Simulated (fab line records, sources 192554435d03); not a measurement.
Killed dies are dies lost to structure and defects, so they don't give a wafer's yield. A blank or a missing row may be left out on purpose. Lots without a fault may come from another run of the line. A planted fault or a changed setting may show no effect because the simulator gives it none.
Problem report in the 8D (eight disciplines) form, filled by code | flow n5_finfet | the parts of the form that need people (team, actions taken, sign-off) are left out

1. THE PROBLEM
cd_nm at N5_FIN_SAQP_CD_MEAS_27 reads a mean of 29.08 nm on 1 wafer of 1 lot; wafers without a fault read 20.29 nm with a standard deviation of 0.23. That is +38 standard deviations from the usual mean.
The step: target cd 20 nm.
First seen on wafer L220.3, day 4 13:56, on cd_sem-03. The record holds 24 wafers of 9 lots with a number at this step. Rule for "out", or "out of limits": more than 4 standard deviations from the usual mean. The other wafers with a number count as sound.

2. WHAT IT IS AND WHAT IT IS NOT
question                    | is               | is not
which readings at this step | cd_nm            | -
which lots                  | L220             | L210, L212, L226, L228, L229, L230, L232, L233
which wafers of those lots  | L220.3           | L220.4
read on which gauges        | cd_sem-03        | cd_sem-01, cd_sem-02
when                        | from day 4 13:56 | up to then (7 sound wafers); but 16 sound wafers of L226, L228, L229, L230, L232, L233 came after

3. SUSPECTS, AND WHAT RULES EACH OUT
Counting: a tool at a process step up to the reading stays a suspect if it ran every lot that is out. Sound lots after the first of them don't rule it out here, since some wafers of a struck lot are sound.
- the gauge at N5_FIN_SAQP_CD_MEAS_27: ruled out. All the wafers that are out were read on cd_sem-03, but those of them that N5_PASSIVATION_PROBE_49 has rows for are out there too, on other tools.
- rie_diel-03 at N5_FIN_SAQP_ETCH_51 (etches SiARC in CF4, target depth 45.5 nm, time 75.8 s): kept. It ran the lot that is out, L220 (day 4 11:44).
- rie_si-03 at N5_FIN_SAQP_MANDREL_ETCH_22 (etches a-Si in HBr/Cl2, stops on SiNx, target depth 60 nm, bt time 10 s, time 30 s): kept. It ran the lot that is out, L220 (day 4 11:59).
- ald_sin-02 at N5_FIN_SAQP_SPACER1_ALD_24 (deposits SiO2, target thk 20.3 nm, pulse time 1 s, purge time 2 s): kept. It ran the lot that is out, L220 (day 4 12:58); its last sound lot up to then is L212 (day 2 12:07).
- Within rie_diel-03 at N5_FIN_SAQP_ETCH_51: the wafers that are out ran in chamber 0; their sound lot-mates ran in chamber 1.
- Within rie_si-03 at N5_FIN_SAQP_MANDREL_ETCH_22: the wafers that are out ran in chamber 0; their sound lot-mates ran in chamber 3.
- Within ald_sin-02 at N5_FIN_SAQP_SPACER1_ALD_24: the wafers that are out ran in chamber 2; their sound lot-mates ran in chamber 0.
Left after counting: rie_diel-03 at N5_FIN_SAQP_ETCH_51, rie_si-03 at N5_FIN_SAQP_MANDREL_ETCH_22, ald_sin-02 at N5_FIN_SAQP_SPACER1_ALD_24.

4. THE CAUSE (what the simulator had put in)
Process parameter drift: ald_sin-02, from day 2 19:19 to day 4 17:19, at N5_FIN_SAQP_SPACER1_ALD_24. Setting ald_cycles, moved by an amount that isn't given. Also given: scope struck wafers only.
Counting left 3 suspects, and this tool is among them.

5. THE CHAIN OF EFFECTS, in route order
Each row: a reading whose mean over the struck wafers that have a number lies more than 3 standard deviations from the usual. Only readings for which the record gives a usual standard deviation are gone through. hours: the time from each lot's start at the first step in this table that gives one to its start at this step, as a median over the lots. sigmas: the change in usual standard deviations.
hours | step                    | reading              | usual    | on struck wafers | change | sigmas
0     | N5_FIN_SAQP_CD_MEAS_27  | cd_nm                | 20.29 nm | 29.08            | +8.79  | +38
256   | N5_PASSIVATION_PROBE_49 | defect_limited_yield | 91.3 %   | 0.0              | -91.3  | -70
256   | N5_PASSIVATION_PROBE_49 | killed_at_front_end  | 37       | 1124             | +1087  | +99 or more
256   | N5_PASSIVATION_PROBE_49 | killed_dies          | 102      | 1180             | +1078  | +72
256   | N5_PASSIVATION_PROBE_49 | killed_on_rim        | 13       | 152              | +139   | +35
256   | N5_PASSIVATION_PROBE_49 | sort_bin_5_function  | 5.1 %    | 96.5             | +91.4  | +98
256   | N5_PASSIVATION_PROBE_49 | sort_n_pass          | 1078     | 0                | -1078  | -72
256   | N5_PASSIVATION_PROBE_49 | sort_yield_pct       | 91.3 %   | 0.0              | -91.3  | -70
The process steps in it:
- N5_PASSIVATION_PROBE_49

6. WHAT WOULD HAVE CAUGHT IT SOONER
In this record the first reading out of limits at a measuring or inspecting step was taken at day 4 13:56, 43 hours after the fault began at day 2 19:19.
Of the tool readings at N5_FIN_SAQP_SPACER1_ALD_24 for which the record gives a usual standard deviation, none was out on any struck wafer, so an alarm limit of 4 standard deviations on them would not have fired.
All the lots that are out (1) had begun N5_FIN_SAQP_SPACER1_ALD_24 on ald_sin-02 by day 4 13:56. A hold on the tool at that time would have spared none of them.
